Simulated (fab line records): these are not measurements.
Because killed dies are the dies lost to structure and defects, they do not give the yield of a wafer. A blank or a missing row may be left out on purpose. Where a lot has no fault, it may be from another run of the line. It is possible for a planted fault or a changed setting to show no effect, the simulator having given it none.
Which tool was responsible? ; flow nand_harc ; 6 lots, 18 wafers sampled, at 3 steps of a route of 1159

WHAT EACH GAUGE READ, for each wafer
NHARC_P_GATE_CD_MEAS_26: the cd target is 120 nm.
lot;measured;on;cd_nm (nm)
L101;day 4 20:07;cd_sem-01;119.9 118.6 118.5
L115;day 8 02:34;cd_sem-03;119.8 119.5 120.3
L117;day 8 21:54;cd_sem-02;120.3 118.8 119.4
L119;day 9 09:37;cd_sem-01;120.1 120.2 119.5
L121;day 10 00:11;cd_sem-02;119.8 120.3 120.3
L123;day 10 13:37;cd_sem-01;120.0 120.1 120.5

WHICH TOOL RAN EACH LOT (tool, then ch and the chambers of the sampled wafers, then the start)
lot;NHARC_P_ZERO_WELL_ETCH_62;NHARC_P_GATE_EXPOSE_23
L101;rie_diel-07 ch 0,2,3, day 1 22:11 or earlier;arfi_scanner-02 ch 0, day 4 19:58
L115;rie_diel-11 ch 2,3, day 5 10:03 or earlier;arfi_scanner-01 ch 0, day 8 02:26
L117;rie_diel-11 ch 0,1,2, day 5 22:08 or earlier;arfi_scanner-02 ch 0, day 8 21:46
L119;rie_diel-11 ch 0,2,3, day 6 09:58 or earlier;arfi_scanner-01 ch 0, day 9 09:29
L121;rie_diel-11 ch 0,1, day 6 22:07 or earlier;arfi_scanner-01 ch 0, day 10 00:03
L123;rie_diel-05 ch 0,3, day 7 10:07 or earlier;arfi_scanner-02 ch 0, day 10 13:29
- NHARC_P_ZERO_WELL_ETCH_62: etches the open film in CHF3/Ar, target depth 13 nm, time 6.5 s.
- NHARC_P_GATE_EXPOSE_23: exposes mask P GATE, target cd 120 nm.

THE ANSWER, worked out from the rows above alone
Rule: usual is defined by the lots themselves. Put in order of their means at a reading, lots are off if they are a third of the lots or fewer, leave a main group of 4 or more, and stand apart from it by a gap of 3 or more times the standard deviation of the main group's means; of several such gaps the widest counts. A main group is skipped when, at the precision printed for the reading in the tables above, its means are all equal. Also off: a lot with no number at a reading for which 4 or more lots have one. All remaining lots with rows at the step are treated as sound.
No lot is off on any of the readings shown, so nothing can be concluded from this.

WHAT HAD BEEN PUT IN BY THE SIMULATOR
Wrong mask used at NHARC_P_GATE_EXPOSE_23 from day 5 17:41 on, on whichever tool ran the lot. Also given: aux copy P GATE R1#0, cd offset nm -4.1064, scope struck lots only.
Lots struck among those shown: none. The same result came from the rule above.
